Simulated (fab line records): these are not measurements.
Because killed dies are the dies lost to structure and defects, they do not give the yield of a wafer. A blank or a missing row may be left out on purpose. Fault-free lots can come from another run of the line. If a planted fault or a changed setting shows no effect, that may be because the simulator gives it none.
Chamber matching ; flow nand harc ; pecvd-03 running NHARC_A_STAIRCASE_DEP_417: 3 sister chambers
The step deposits Si3N4, target thk 60 nm. 6 wafers are shown with their chamber, then 8 later ones without.

## WAFERS PAIRED WITH THEIR CHAMBERS
wafer;chamber;heater power w (W);rf fwd power W (W)
L084.1;0;700;448.9
L084.4;2;1115;448.4
L086.2;2;951;448.4
L086.4;1;656;447.6
L086.5;0;747;448.5
L085.2;1;739;448.6

## WAFERS WHOSE CHAMBER IS MISSING
wafer;heater power w (W);rf fwd power W (W)
L085.3;755;448.3
L085.4;611;449.6
L091.1;980;449.9
L091.3;609;450.2
L091.5;624;449.2
L096.2;593;451.2
L096.3;653;448.6
L096.6;870;447.1

## EACH ONE'S CHAMBER
wafer;from the rows above;in truth
L085.3;can't be placed: 1 or 0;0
L085.4;can't be placed: 0 or 1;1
L091.1;can't be placed: 2 or 0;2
L091.3;can't be placed: 0 or 1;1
L091.5;can't be placed: 0 or 1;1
L096.2;can't be placed: 0 or 1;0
L096.3;can't be placed: 0 or 1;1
L096.6;can't be placed: 1 or 2 or 0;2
Placed correctly: 0 of 8. Unplaceable from these rows: 8, with the true chamber sitting among the candidates in 8. Wrongly placed: 0.
How it was worked out, from the rows above alone: a wafer's distance from a chamber is the root of the sum, over the readings, of the square of ((its reading less the chamber's mean) divided by the reading's scatter). The wafer belongs to the nearest chamber; if the next one is less than 2 further off, it can't be placed. The mean given for a chamber averages the wafers shown for that chamber. How the scatter is found: for the shown wafers, subtract from each reading the mean of its chamber, square and add these, divide the total by (wafers less chambers), then take the root.
